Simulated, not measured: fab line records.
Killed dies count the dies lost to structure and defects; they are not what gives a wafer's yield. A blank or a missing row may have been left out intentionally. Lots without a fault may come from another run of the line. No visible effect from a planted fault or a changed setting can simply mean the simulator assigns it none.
fab line records    flow n5_finfet
record lots=4  wafers=12  last_day=17
route steps=1938 shown BEOL_M10@1500 BEOL_M11@1536 BEOL_M15@1830 PASSIVATION@1936
lots with no fault: from the same line, run without faults
start_h: the number of hours between the record's first day and the start of the first shown wafer of the lot    wait_h: time in hours since the lot's previous step    " unchanged from the row above    L1.1+2: a row that stands for several wafers    - no value, or no start given    * or withheld: withheld    < > ~ a bound
route shown NAME@n: NAME is a module with steps in the file, n the number in the route of the first one    usual: average and standard deviation across the fault-free wafers    same: alike in all rows    chamber/n: place in a boat    sites: each site's reading    _std_site: how widely they spread, as a standard deviation    _edge_site: outer sites' mean less inner sites'    radius_mm: how far each site lies from the wafer's centre    mask NAME#n: copy n    behind: tool/chamber where the wafer was last shaped    hold: cause of the lot's hold/its duration in hours/its outcome    device: whichever transistor did not switch (one of n, p or np)    end of line: tests of these same wafers at the route's end    a step with no rows: only its recipe    killed: dies lost to structure and defects at the first sort, not the wafer's yield    map: dies across one wafer; x = killed, . = not, _ = none there
set.NAME: the setting as run; set.NAME@STEP: as run at that earlier step    model.NAME: the simulator's own value behind a step, which no gauge read
a table for each step, a row for each wafer; lots at some steps of the route
services: the hour from which a tool's chamber was out of use, counted from the record's first day as start_h (under 0 if before that day), plus the number of hours and why
## steps
# step N5_BEOL_M10_PEB_26
# recipe peb_temp_c=withheld  peb_time_s=60  resist=CAR-ArF
# step N5_BEOL_M10_DEVELOP_27
# recipe develop_time_s=30  developer=TMAH  resist=CAR-ArF  rinse_liquid=diw  dry=air_spin  dev_temp_c=23
# step N5_BEOL_M10_DESCUM_33
# recipe chemistry=O2  time_s=7.9  source_power_w=50  bias_power_w=20  pressure_mtorr=20  rf_frequency_hz=2.712e+07  temp_c=40  resist=CAR-ArF  o2_flow_sccm=225
# step N5_BEOL_M10_ETCH_65
# recipe chemistry=CF4  target=SiARC  target_depth_a=390  mask_material=CAR-ArF  time_s=65  ion_energy_ev=80  pressure_mtorr=40  source_w=545  bias_w=36  Ar_flow_sccm=100  cf4_flow_sccm=100  ends=cleared
# step N5_BEOL_M10_ETCH_66
# recipe chemistry=N2/H2  target=SOC  target_depth_a=1200  overetch_a=240  mask_material=SiARC  temp_c=40  time_s=180  ion_energy_ev=200  pressure_mtorr=30  source_w=840  bias_w=150  n2_flow_sccm=200  h2_flow_sccm=200
# step N5_BEOL_M10_STRIP_69
# recipe chemistry=N2/H2  temp_c=40  n2_flow_sccm=200  h2_flow_sccm=200  rf_frequency_hz=6e+07
# step N5_BEOL_M10_VIA_ETCH_34
# recipe chemistry=C4F6/O2  target=SiCOH_lowk  target_depth_a=1845  mask_material=SOC  taper_deg=4  time_s=69.2  ion_energy_ev=250  pressure_mtorr=30  source_w=345  bias_w=185  Ar_flow_sccm=300  C4F6_flow_sccm=10  O2_flow_sccm=10
# step N5_BEOL_M10_STRIP_73
# recipe chemistry=C4F6/O2  resist=SiARC  rf_frequency_hz=6e+07
# step N5_BEOL_M10_STRIP_36
# recipe chemistry=N2/H2  power_w=450  temp_c=40  pressure_mtorr=20  rf_frequency_hz=6e+07  overash_fraction=0.3  bias_power_w=7  h2_frac=0.5  n2_flow_sccm=200  h2_flow_sccm=200
# step N5_BEOL_M10_TRENCH_ETCH_37
# recipe chemistry=C4F6/O2  target_depth_a=1488.3  target=SiCOH_lowk  time_s=48  ion_energy_ev=250  pressure_mtorr=30  source_w=345  bias_w=185  Ar_flow_sccm=300  C4F6_flow_sccm=10  O2_flow_sccm=10
# usual drypump_motor_current_A=5.9/0.39  oes_product_au=0.81/0.1  rf_vpp_V=665/7.7  showerhead_plenum_p_Torr=2.84/0.068  throttle_valve_pct=20.94/0.25
lot.wafer  tool         chamber  start_h  wait_h  drypump_motor_current_A  oes_product_au  rf_hours_counter_h  rf_vpp_V  showerhead_plenum_p_Torr  throttle_valve_pct  model.etch.depth_nm  model.BEOL_M10.feature_depth_nm  model.TiN_of_BEOL_M10_HM_DEP_02.thk_nm
L299.4     rie_diel-03  3        325.42   -       6.2                      0.91            33                  671       2.77                      20.64               151.3                151.4                            15.8
L299.5     "            3        "        "       6.1                      0.92            -                   674       2.77                      20.65               152.6                152.6                            15.6
L299.6     "            0        "        "       5.5                      0.93            -                   658       2.90                      20.58               150                  150                              15.8
L304.1     rie_diel-03  1        350.68   -       6.0                      0.70            44                  667       2.78                      20.89               105                  105                              17.4
L304.3     "            2        "        "       5.8                      0.67            241                 663       2.79                      21.10               142.9                142.8                            16.2
L304.5     "            3        "        "       6.1                      0.89            -                   673       2.77                      20.65               150.1                150                              16
L305.3     rie_diel-03  1        355.66   -       6.0                      0.86            45                  666       2.78                      20.96               149.8                149.8                            16
L305.4     "            0        "        "       5.5                      0.74            38                  657       2.90                      20.54               104.4                104.4                            17.2
L305.5     "            2        "        "       5.8                      0.66            -                   664       2.79                      21.12               144.1                144.2                            16
L306.3     rie_diel-04  3        360.89   -       6.0                      0.83            67                  655       2.77                      20.77               149.2                149.2                            16
L306.5     "            0        "        "       5.4                      0.87            -                   668       2.78                      20.60               147.2                147.2                            16
L306.6     "            3        "        "       6.0                      0.84            -                   654       2.77                      20.76               149.1                149.2                            16.2
# step N5_BEOL_M10_ETCH_41
# recipe chemistry=CH3F/O2  target=SiCN  target_depth_a=426  taper_deg=2  time_s=86  ion_energy_ev=120  mask_material=TiN  pressure_mtorr=30  source_w=395  bias_w=75  Ar_flow_sccm=150  CH3F_flow_sccm=30  O2_flow_sccm=20
# step N5_BEOL_M10_STRIP_77
# recipe chemistry=N2/H2  time_s=10  power_w=450  temp_c=40  pressure_mtorr=20  rf_frequency_hz=6e+07  bias_power_w=7  n2_flow_sccm=200  h2_flow_sccm=200
# step N5_BEOL_M10_OCD_MEAS_38
# usual trench_depth_nm=148.2/2.3
lot.wafer  tool    chamber  start_h  wait_h  trench_depth_nm
L299.4     ocd-01  -        325.61   -       151.0
L299.5     "       -        "        "       152.2
L299.6     "       -        "        "       149.7
L304.1     ocd-02  -        350.86   -       104.9
L304.3     "       -        "        "       142.7
L304.5     "       -        "        "       150.0
L305.3     ocd-02  -        355.85   -       150.3
L305.4     "       -        "        "       104.8
L305.5     "       -        "        "       143.8
L306.3     ocd-01  -        361.08   -       149.3
L306.5     "       -        "        "       146.7
L306.6     "       -        "        "       148.8
# step N5_BEOL_M10_HM_STRIP_39
# recipe chemistry=peroxide_tin_strip  material=TiN  target_depth_a=250  temp_c=50  time_s=158
# step N5_BEOL_M10_SRD_40
# recipe time_s=30  temp_c=23  rinse_liquid=diw  dry=ipa_marangoni
# step N5_BEOL_M10_PRECLEAN_42
# recipe chemistry=residue_remover  time_s=60  temp_c=40
# step N5_BEOL_M10_SRD_43
# recipe time_s=30  temp_c=23  rinse_liquid=diw  dry=ipa_marangoni
# step N5_BEOL_M10_CURE_72
# recipe temp_c=370  time_s=120  ambient=DMADMS/He  material=SiCOH_lowk
# step N5_BEOL_M10_DEGAS_44
# recipe ambient=vacuum  temp_c=250  time_s=60
# step N5_BEOL_M10_PRE_CLEAN_45
# recipe gas=H2/He  time_s=30  temp_c=250
# step N5_BEOL_M10_ALD_74
# recipe material=TaN  target_thk_a=20  temp_c=275  ald_precursor_family=PDMAT  ald_co_reactant=NH3  pressure_torr=3  carrier_flow_sccm=1500  pulse_time_s=2  purge_time_s=3  co_reactant_purge_time_s=2  co_reactant_pulse_time_s=3  ald_cycles=40  precursor_vessel_temp_c=75  precursor_vessel_pressure_torr=26.25  precursor_vessel_carrier_sccm=1000
# step N5_BEOL_M10_SURFACE_TREAT_76
# recipe gas=Ar  time_s=*  ion_energy_ev=*  ion_current_ma_cm2=0.5  pressure_mtorr=*  ar_flow_sccm=30
# step N5_BEOL_M10_CVD_75
# recipe material=Co  target_thk_a=20  temp_c=withheld  precursor=CCTBA/H2  pressure_torr=30  time_s=138.9
# step N5_BEOL_M10_SPUTTER_48
# recipe material=Cu  target_thk_a=120  temp_c=-20  bias_v=60  power_w=26000  chamber_pressure_pa=0.13  time_s=2
# step N5_BEOL_M10_ECD_50
# recipe material=Cu  target_thk_a=3180
# step N5_BEOL_M10_ANNEAL_51
# recipe temp_c=225  time_s=90  ambient=N2
# step N5_BEOL_M10_CMP_52
# recipe stop_on=SiCOH_lowk  t_overpolish_s=7  down_force_psi=1  platen_rpm=50  clearing_platen_down_force_psi=1.5  clearing_platen_rpm=50  post_cmp_clean=cu_alkaline  target_thk_nm=140  clearing_platen_pad_velocity_m_s=0.99484  pad_velocity_m_s=0.99484
# usual motor_current_A=6.2/0.67
lot.wafer  tool    chamber  start_h  wait_h  motor_current_A  model.Cu_of_BEOL_M10_ECD_50.thk_nm
L299.4     cmp-02  2        328.16   0.1     5.7              142.8
L299.6     "       2        "        "       5.6              141.4
L299.5     "       3        "        "       7.5              144.2
L304.3     cmp-02  0        353.91   0.2     5.5              133
L304.1     "       2        "        "       5.6              97.4
L304.5     "       0        "        "       5.5              140.4
L305.3     cmp-04  1        358.17   0.2     7.1              141
L305.4     "       2        "        "       5.4              95.4
L305.5     "       0        "        "       5.7              136.6
L306.3     cmp-04  2        364.66   0.2     5.7              139.4
L306.6     "       1        "        "       7.1              139.6
L306.5     "       2        "        "       5.2              137.2
# step N5_BEOL_M10_THK_MEAS_53
# recipe thk_meas_gauge=xrf  reads=Cu_of_BEOL_M10_ECD_50
# usual M10_THK=142.8/2.7
lot.wafer  tool           chamber  start_h  wait_h  M10_THK[nm]
L299.4     film_metro-01  -        328.46   -       146.6
L299.5     "              -        "        "       147.6
L299.6     "              -        "        "       145.0
L304.1     film_metro-02  -        354.17   -       99.8
L304.3     "              -        "        "       135.9
L304.5     "              -        "        "       144.2
L305.3     film_metro-02  -        358.40   -       145.1
L305.4     "              -        "        "       97.4
L305.5     "              -        "        "       140.2
L306.3     film_metro-02  -        364.91   -       143.7
L306.5     "              -        "        "       141.9
L306.6     "              -        "        "       144.3
# step N5_BEOL_M10_PRE_CLEAN_55
# recipe gas=NH3  time_s=15  temp_c=withheld  rf_power_w=300
# step N5_BEOL_M10_DEP_56
# recipe material=SiCN  target_thk_a=150  temp_c=withheld  precursor=3MS/NH3  pressure_torr=3  rf_w=202  time_s=26.5
# step N5_BEOL_M10_RS_MEAS_57
# recipe thk_meas_gauge=four-point-probe  reads=Cu_of_BEOL_M10_ECD_50+Co_of_BEOL_M10_CVD_75+TaN_of_BEOL_M10_ALD_74
# usual M10_RS=0.1512/0.003
lot.wafer  tool           chamber  start_h  wait_h  M10_RS[ohm/sq]
L299.4     film_metro-02  -        328.60   0.0     0.1474
L299.5     "              -        "        "       0.1460
L299.6     "              -        "        "       0.1490
L304.1     film_metro-02  -        354.30   0.1     0.2263
L304.3     "              -        "        "       0.1592
L304.5     "              -        "        "       0.1502
L305.3     film_metro-01  -        358.53   0.1     0.1495
L305.4     "              -        "        "       0.2321
L305.5     "              -        "        "       0.1548
L306.3     film_metro-02  -        365.05   0.1     0.1513
L306.5     "              -        "        "       0.1538
L306.6     "              -        "        "       0.1510
# step N5_BEOL_M11_ILD_DEP_00
# recipe material=SiCOH_lowk  target_thk_a=3085.1  temp_c=300  precursor=DEMS/porogen  pressure_torr=5  rf_w=500  time_s=58
# step N5_BEOL_M11_CURE_71
# recipe temp_c=385  time_s=240  ambient=He/Ar  material=SiCOH_lowk
# step N5_BEOL_M11_PECVD_70
# recipe material=SiO2  target_thk_a=200  temp_c=400  precursor=TEOS/O2  pressure_torr=5.5  rf_w=450  teos_flow_sccm=53.8  gas=O2  flow_sccm=3000  time_s=22.7
# step N5_BEOL_M11_HM_DEP_02
# recipe material=TiN  target_thk_a=200  temp_c=25  chamber_pressure_pa=0.49996
# step N5_BEOL_M11_COAT_59
# recipe resist=SOC  temp_c=250  time_s=60  spin_rpm=1500  resist_thk_nm=100
# step N5_BEOL_M15_RC_MEAS_101
# usual COMB_M11=1.48e-11/2.9e-12  COMB_M12=6.6e-12/1.3e-12  COMB_M13=5.4e-12/1.3e-12  COMB_M14=4.1e-12/8e-13  COMB_M14_max_site=5.8e-12/1.3e-12  COMB_M15=2.9e-12/7e-13  COMB_M5=3.6e-11/7.9e-12  COMB_M6=2.6e-11/6.4e-12  COMB_M7=2.6e-11/5.1e-12  COMB_M8=2.6e-11/5.1e-12  COMB_M9=1.5e-11/3.2e-12  SERP_M10=3.08/0.077  SERP_M10_max_site=3.17/0.073  SERP_M11=3.08/0.077  SERP_M12=0.639/0.014  SERP_M13=0.309/0.0055  SERP_M14=0.162/0.0031  SERP_M5=38.9/1.3  SERP_M6=13.8/0.46  SERP_M7=13.9/0.5  SERP_M8=13.8/0.51  SERP_M9=3.07/0.085
lot.wafer  tool       chamber  start_h  wait_h  COMB_M11[S/m]  COMB_M12[S/m]  COMB_M13[S/m]  COMB_M14[S/m]  COMB_M14_max_site[S/m]  COMB_M15[S/m]  COMB_M5[S/m]  COMB_M6[S/m]  COMB_M7[S/m]  COMB_M8[S/m]  COMB_M9[S/m]  SERP_M10[ohm/um]  SERP_M10_max_site[ohm/um]  SERP_M11[ohm/um]  SERP_M12[ohm/um]  SERP_M13[ohm/um]  SERP_M14[ohm/um]  SERP_M5[ohm/um]  SERP_M6[ohm/um]  SERP_M7[ohm/um]  SERP_M8[ohm/um]  SERP_M9[ohm/um]
L299.4     prober-02  0        364.09   0.5     9.7e-12        8.7e-12        6.1e-12        4.2e-12        5.9e-12                 3e-12          5e-11         2.8e-11       2.4e-11       2.9e-11       1.3e-11       3.00              3.05                       3.20              0.640             0.311             0.163             38.5             13.6             13.4             13.2             3.02
L299.5     "          0        "        "       1.31e-11       9.7e-12        5.7e-12        4e-12          5.7e-12                 3.1e-12        4.5e-11       2.8e-11       2.5e-11       2.7e-11       1.7e-11       2.98              3.06                       3.09              0.641             0.312             0.163             39.1             13.7             13.2             12.7             3.12
L299.6     "          0        "        "       1.01e-11       5.5e-12        4.7e-12        3.4e-12        3.6e-12                 3.1e-12        3.4e-11       1.7e-11       2.5e-11       2.8e-11       1.4e-11       2.97              3.09                       2.99              0.635             0.316             0.165             39.1             13.7             13.7             13.0             3.09
L304.1     prober-01  0        395.06   0.0     1.11e-11       6.2e-12        4.4e-12        3.7e-12        4.4e-12                 1.8e-12        4.6e-11       2e-11         2.4e-11       2.6e-11       1.4e-11       4.67              4.75                       3.07              0.623             0.301             0.160             40.7             14.4             13.7             13.3             3.19
L304.3     "          0        "        "       1.77e-11       6.9e-12        5.4e-12        3e-12          4.3e-12                 2.8e-12        3e-11         1.6e-11       2.7e-11       3.1e-11       1.5e-11       3.31              3.36                       3.15              0.615             0.308             0.162             37.3             13.2             13.1             13.2             3.35
L304.5     "          0        "        "       1.47e-11       6.6e-12        5.4e-12        3.1e-12        3.7e-12                 2.3e-12        2.4e-11       2.2e-11       3.2e-11       2.8e-11       1.4e-11       3.05              3.09                       3.13              0.629             0.307             0.164             38.8             14.1             13.7             13.3             3.33
L305.3     prober-02  0        397.31   0.3     1.5e-11        6.3e-12        6.8e-12        3.5e-12        4.5e-12                 2.3e-12        3.7e-11       3e-11         2.6e-11       1.7e-11       1.7e-11       3.10              3.18                       3.04              0.655             0.309             0.167             37.6             13.2             14.8             13.6             3.09
L305.4     "          0        "        "       1.29e-11       6.1e-12        5.4e-12        4.1e-12        5.5e-12                 3.2e-12        4e-11         2.6e-11       3.3e-11       2e-11         1.7e-11       4.70              4.80                       2.94              0.633             0.322             0.164             36.9             14.2             14.3             13.7             3.06
L305.5     "          0        "        "       2.21e-11       4.7e-12        5.4e-12        4.4e-12        8.5e-12                 3.6e-12        3.6e-11       3.3e-11       3.1e-11       2.5e-11       1.2e-11       3.14              3.18                       3.01              0.648             0.317             0.164             40.5             13.0             13.9             13.8             3.05
L306.3     prober-01  0        397.58   0.3     1.44e-11       5.1e-12        4.5e-12        2.7e-12        3.7e-12                 2.2e-12        3.9e-11       3.4e-11       2.4e-11       4.1e-11       1.5e-11       3.10              3.17                       3.09              0.630             0.311             0.159             39.1             13.7             14.3             13.4             3.04
L306.5     "          0        "        "       1.56e-11       8e-12          4.2e-12        3.7e-12        5.1e-12                 2.4e-12        4.1e-11       4.2e-11       3e-11         2.7e-11       1.1e-11       3.16              3.23                       3.15              0.659             0.308             0.158             39.5             13.9             14.3             14.2             3.08
L306.6     "          0        "        "       1.47e-11       7.6e-12        5e-12          3.9e-12        6.6e-12                 2.6e-12        3.4e-11       3.5e-11       3e-11         2.3e-11       1.3e-11       3.11              3.17                       2.90              0.624             0.304             0.164             37.1             13.3             14.1             14.2             3.10
# sites SERP_M10 radius_mm=0,75,75,75,75,140,140,140,140
L299.4 3.00 2.97 3.03 3.05 3.02 2.90 3.01 2.95 2.95
L304.1 4.57 4.72 4.70 4.62 4.65 4.72 4.67 4.59 4.75
L305.3 2.97 3.06 3.02 3.06 3.10 3.14 3.18 3.17 3.17
L306.3 3.01 3.07 3.03 3.10 3.05 3.15 3.11 3.17 3.17
# step N5_PASSIVATION_PROBE_49
# usual defect_limited_yield=91.2/1.5  killed_at_M0_to_M3=35/11  killed_at_M4_up=13/5.6  killed_at_contacts=13/6.3  killed_at_front_end=38/12  killed_at_other=3.7/2.9  killed_dies=104/18  killed_open=69/13  killed_short=34/8.3  sort_bin_5_function=5.2/0.95  sort_bin_6_memory=3.3/0.68  sort_bin_8_speed=0/0  sort_n_pass=1076/18
# same gross_dies=1180  killed_at_back_side=0  sort_bin_4_leakage[%]=0
lot.wafer  tool       chamber  start_h  wait_h  defect_limited_yield[%]  killed_at_M0_to_M3  killed_at_M4_up  killed_at_contacts  killed_at_front_end  killed_at_other  killed_dies  killed_open  killed_short  sort_bin_5_function[%]  sort_bin_6_memory[%]  sort_bin_8_speed[%]  sort_n_pass
L299.4     prober-01  -        378.79   0.2     90.8                     32                  10               15                  49                   2                108          78           30            4.6                     4.3                   0                    1072
L299.5     prober-01  -        378.84   0.2     91.8                     28                  9                18                  41                   1                97           61           35            4.7                     3.3                   0                    1083
L299.6     prober-01  -        378.89   0.3     92.1                     28                  5                20                  39                   1                93           63           30            4.7                     2.8                   0                    1087
L304.1     prober-01  -        409.84   0.0     93.4                     17                  14               9                   37                   1                78           49           26            4.4                     2.0                   0                    1102
L304.3     prober-01  -        409.94   0.1     91.4                     42                  7                13                  34                   5                101          71           29            5.3                     3.1                   0                    1079
L304.5     prober-01  -        410.04   0.2     90.7                     22                  13               29                  45                   1                110          66           41            5.9                     3.2                   0                    1070
L305.3     prober-02  -        410.89   0.1     90.1                     27                  22               19                  46                   3                117          83           34            5.7                     4.0                   0                    1063
L305.4     prober-02  -        410.94   0.2     87.5                     51                  16               14                  59                   8                148          91           47            7.0                     4.7                   0.34                 1032
L305.5     prober-02  -        410.99   0.2     90.4                     25                  10               7                   62                   9                113          67           44            5.8                     3.4                   0                    1067
L306.3     prober-01  -        411.96   0.1     92.4                     23                  12               22                  27                   6                90           63           27            4.3                     3.1                   0                    1090
L306.5     prober-01  -        412.06   0.2     92.9                     26                  12               14                  30                   2                84           61           22            4.2                     2.7                   0                    1096
L306.6     prober-01  -        412.11   0.3     92.8                     22                  11               23                  28                   1                85           56           26            4.4                     2.6                   0                    1095
# killed by level:class
L299.4 FIN_SAQP:geometric_particle:open=15 MOL_CONTACT_COAG:geometric_particle:open=14 FIN_SAQP:geometric_particle:short=9 BEOL_M0_SAQP:geometric_particle:short=7 BEOL_M3:geometric_particle:open=7 BEOL_M4:geometric_particle:open=7 ILD0:geometric_particle:open=6 BEOL_M0_SAQP:geometric_particle:open=5
L299.5 MOL_CONTACT_COAG:geometric_particle:open=15 FIN_SAQP:geometric_particle:short=13 FIN_SAQP:geometric_particle:open=9 BEOL_M2:geometric_particle:open=6 BEOL_M0_SAQP:geometric_particle:short=5 BEOL_M0_SAQP:geometric_particle:open=4 BEOL_M3:geometric_particle:open=4 STARTING-WAFER:geometric_particle:open=4
L299.6 MOL_CONTACT_COAG:geometric_particle:open=15 FIN_SAQP:geometric_particle:open=10 BEOL_M3:geometric_particle:open=9 BEOL_M2:geometric_particle:open=8 FIN_SAQP:geometric_particle:short=6 GATE_CUT:geometric_particle:short=6 MOL_CONTACT_COAG:geometric_particle:short=5 BEOL_M0_SAQP:geometric_particle:short=5
L304.1 FIN_SAQP:geometric_particle:short=8 MOL_CONTACT_COAG:geometric_particle:open=7 BEOL_M1:geometric_particle:open=6 DUMMY_GATE:geometric_particle:open=5 BEOL_M3:geometric_particle:open=5 FIN_SAQP:geometric_particle:open=3 GATE_CUT:geometric_particle:open=3 GATE_CUT:geometric_particle:short=3
L304.3 MOL_CONTACT_COAG:geometric_particle:open=11 BEOL_M2:geometric_particle:open=11 FIN_SAQP:geometric_particle:open=10 BEOL_M3:geometric_particle:open=8 BEOL_M0_SAQP:geometric_particle:open=7 FIN_SAQP:geometric_particle:short=5 STI_FIN_REVEAL:geometric_particle:open=5 BEOL_M0_SAQP:geometric_particle:short=5
L304.5 MOL_CONTACT_COAG:geometric_particle:open=24 FIN_SAQP:geometric_particle:short=13 STI_FIN_REVEAL:geometric_particle:open=9 MOL_CONTACT_COAG:geometric_particle:short=5 BEOL_M0_SAQP:geometric_particle:short=5 BEOL_M2:geometric_particle:open=5 BEOL_M3:geometric_particle:open=5 STI_FIN_REVEAL:geometric_particle:short=4
L305.3 MOL_CONTACT_COAG:geometric_particle:open=18 FIN_SAQP:geometric_particle:open=14 BEOL_M0_SAQP:geometric_particle:open=13 BEOL_M4:geometric_particle:open=10 FIN_SAQP:geometric_particle:short=9 BEOL_M0_SAQP:geometric_particle:short=6 BEOL_M5:geometric_particle:open=5 STARTING-WAFER:geometric_particle:open=4
L305.4 BEOL_M0_SAQP:geometric_particle:short=18 FIN_SAQP:geometric_particle:open=17 BEOL_M0_SAQP:geometric_particle:open=16 STI_FIN_REVEAL:geometric_particle:open=15 FIN_SAQP:geometric_particle:short=12 MOL_CONTACT_COAG:geometric_particle:open=11 BEOL_M1:geometric_particle:open=9 BEOL_M4:geometric_particle:open=6
L305.5 FIN_SAQP:geometric_particle:open=18 FIN_SAQP:geometric_particle:short=18 STI_FIN_REVEAL:geometric_particle:open=13 BEOL_M1:geometric_particle:open=10 MOL_CONTACT_COAG:geometric_particle:open=6 BEOL_M0_SAQP:geometric_particle:short=6 BEOL_M4:geometric_particle:open=6 GATE_CUT:geometric_particle:short=4
L306.3 MOL_CONTACT_COAG:geometric_particle:open=19 STI_FIN_REVEAL:geometric_particle:open=7 BEOL_M0_SAQP:geometric_particle:short=7 BEOL_M2:geometric_particle:open=6 FIN_SAQP:geometric_particle:short=4 BEOL_M0_SAQP:geometric_particle:open=4 BEOL_M7:geometric_particle:open=4 STARTING-WAFER:geometric_particle:open=4
L306.5 BEOL_M2:geometric_particle:open=15 MOL_CONTACT_COAG:geometric_particle:open=11 FIN_SAQP:geometric_particle:open=8 BEOL_M4:geometric_particle:open=6 BEOL_M0_SAQP:geometric_particle:short=4 STI_FIN_REVEAL:geometric_particle:short=3 STI_FIN_REVEAL:geometric_particle:open=3 GATE_CUT:geometric_particle:open=3
L306.6 MOL_CONTACT_COAG:geometric_particle:open=19 STI_FIN_REVEAL:geometric_particle:open=8 FIN_SAQP:geometric_particle:short=6 BEOL_M2:geometric_particle:open=5 MOL_CONTACT_COAG:geometric_particle:short=4 BEOL_M0_SAQP:geometric_particle:short=4 BEOL_M7:geometric_particle:open=4 FIN_SAQP:geometric_particle:open=3
## services
tool         chamber  start_h  hours  kind
rie_diel-03  2        333.64   14.0   repair
rie_diel-04  2        345.36   -      clean
rie_diel-04  2        345.36   -      consumable_replace:focus_ring
rie_diel-04  2        345.36   27.9   scheduled_down
rie_diel-04  2        345.36   27.9   vent_cycle
rie_diel-04  0        346.07   5.5    repair
## key
first_sign step=N5_BEOL_M10_OCD_MEAS_38  reading=trench_depth_nm  direction=down  sigmas=19  usual=148.2  struck=104.9
effect step=N5_BEOL_M10_THK_MEAS_53  reading=M10_THK  direction=down  sigmas=16  usual=142.8  struck=98.6
effect step=N5_BEOL_M10_RS_MEAS_57  reading=M10_RS  direction=up  sigmas=26  usual=0.1512  struck=0.2292
effect step=N5_BEOL_M15_RC_MEAS_101  reading=SERP_M10  direction=up  sigmas=21  usual=3.08  struck=4.68
model_effect step=N5_BEOL_M10_TRENCH_ETCH_37  value=etch.depth_nm  without=149.7  struck=104.7
model_effect step=N5_BEOL_M10_CMP_52  value=Cu_of_BEOL_M10_ECD_50.thk_nm  without=141.5  struck=96.4
met_at N5_BEOL_M10_TRENCH_ETCH_37
struck_wafers L304.1,L305.4
onset_between 325.42 350.68
fault kind=process_parameter_drift  tool=rie_diel-03  chamber=-  onset_h=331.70  steps=N5_BEOL_M10_TRENCH_ETCH_37  channel=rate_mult  offset=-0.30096  shape=step  end_h=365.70  scope=struck_wafers_only
